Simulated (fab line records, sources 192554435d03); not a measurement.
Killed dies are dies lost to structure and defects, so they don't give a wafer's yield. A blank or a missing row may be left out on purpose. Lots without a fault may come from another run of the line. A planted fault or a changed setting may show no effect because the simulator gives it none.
One fault seen from 2 desks | flow n5_finfet | each desk has only its own numbers; what lay behind them comes last

THE METROLOGY DESK
What the gauges read, lot by lot, whatever tool the lot ran on: means of the sampled wafers that have a number. A lot is out of limits, marked OUT, if its mean lies more than 4 standard deviations from the usual mean; the brackets give that distance. Of its 10 readings 7 are shown: those that lie furthest out on some lot.
Columns: A = DIBL_N at N5_BEOL_M4_RC_MEAS_101, usual 37.1 mV/V; B = DIBL_P at N5_BEOL_M4_RC_MEAS_101, usual 37.2 mV/V; C = IOFF_P at N5_BEOL_M4_RC_MEAS_101, usual 0.23 nA/um; D = ION_N at N5_BEOL_M4_RC_MEAS_101, usual 682 uA/um; E = SS_P at N5_BEOL_M4_RC_MEAS_101, usual 73.5 mV/dec; F = VT_N at N5_BEOL_M4_RC_MEAS_101, usual 248 mV; G = VT_P at N5_BEOL_M4_RC_MEAS_101, usual -248 mV
lot  | first seen here | A    | B    | C    | D   | E    | F   | G
L402 | day 8 02:03     | 37.3 | 36.7 | 0.23 | 674 | 73.0 | 251 | -248
L405 | day 8 19:58     | 36.5 | 35.5 | 0.26 | 680 | 73.7 | 247 | -244
L407 | day 9 00:59     | 39.7 | 37.4 | 0.25 | 684 | 73.5 | 245 | -247
L409 | day 9 06:25     | 34.5 | 34.7 | 0.17 | 670 | 72.3 | 250 | -253
L416 | day 11 06:06    | 37.5 | 36.9 | 0.23 | 674 | 73.0 | 248 | -250
L414 | day 11 07:41    | 38.5 | 40.0 | 0.32 | 698 | 74.1 | 243 | -244
L418 | day 11 21:11    | 38.9 | 40.4 | 0.27 | 688 | 74.2 | 245 | -247
L419 | day 12 01:38    | 37.6 | 37.5 | 0.21 | 683 | 73.4 | 249 | -251
L423 | day 13 07:31    | 37.5 | 37.1 | 0.21 | 685 | 73.6 | 247 | -252
L425 | day 13 09:58    | 36.7 | 36.9 | 0.22 | 673 | 73.4 | 248 | -251
This desk's finding: nothing out of limits on any of the 10 lots.

THE TOOL OWNER'S DESK: cmp-03
The tool's own readings at N5_BEOL_M1_CMP_52 (polishes, stops on SiOC, t overpolish 6.8 s, target thk 40 nm): means of the sampled wafers that have a number, for each lot that ran on this tool. A lot is out of limits, marked OUT, if its mean lies more than 4 standard deviations from the usual mean; the brackets give that distance.
Columns: A = barrier_field_endpoint_s at N5_BEOL_M1_CMP_52, usual 25.1 s; B = edge_zone_pressure_frac at N5_BEOL_M1_CMP_52, usual 1.000; C = head_pressure_psi at N5_BEOL_M1_CMP_52, usual 0.9999 psi; D = motor_current_A at N5_BEOL_M1_CMP_52, usual 6.0 A; E = overpolish_run_s at N5_BEOL_M1_CMP_52, usual 6.800 s; F = time_to_endpoint_s at N5_BEOL_M1_CMP_52, usual 63.6 s
lot  | first seen here | A    | B     | C                | D   | E     | F
L402 | day 6 09:44     | 25.3 | 1.000 | 0.9982           | 5.9 | 6.814 | 61.9
L407 | day 7 14:29     | 25.3 | 0.997 | 1.0001           | 5.9 | 6.791 | 61.5
L416 | day 10 02:10    | 25.4 | 1.004 | 0.9682 (-15) OUT | 6.0 | 6.797 | 64.3
L414 | day 10 02:24    | 25.6 | 0.998 | 0.9680 (-15) OUT | 6.0 | 6.810 | 61.8
This desk's finding: out of limits on L414, L416; first on L416, day 10 02:10 (head_pressure_psi at N5_BEOL_M1_CMP_52). In limits: L402, L407.

PUT TOGETHER
The tool owner's desk could have raised an alarm at day 10 02:10, on L414, L416.
The metrology desk saw nothing out of limits.
The metrology desk has L414, L416 on record, within its limits.
Of the lots named, all ran N5_BEOL_M1_CMP_52 on cmp-03.

WHAT THE SIMULATOR HAD PUT IN
Process parameter drift: cmp-03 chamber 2, from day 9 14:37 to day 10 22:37, at N5_BEOL_M1_CMP_52. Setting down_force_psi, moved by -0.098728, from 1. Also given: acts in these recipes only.
Lots struck among those shown: L414, L416.
Hours from the fault's start to each desk's first reading out of limits: the tool owner's desk, 12.
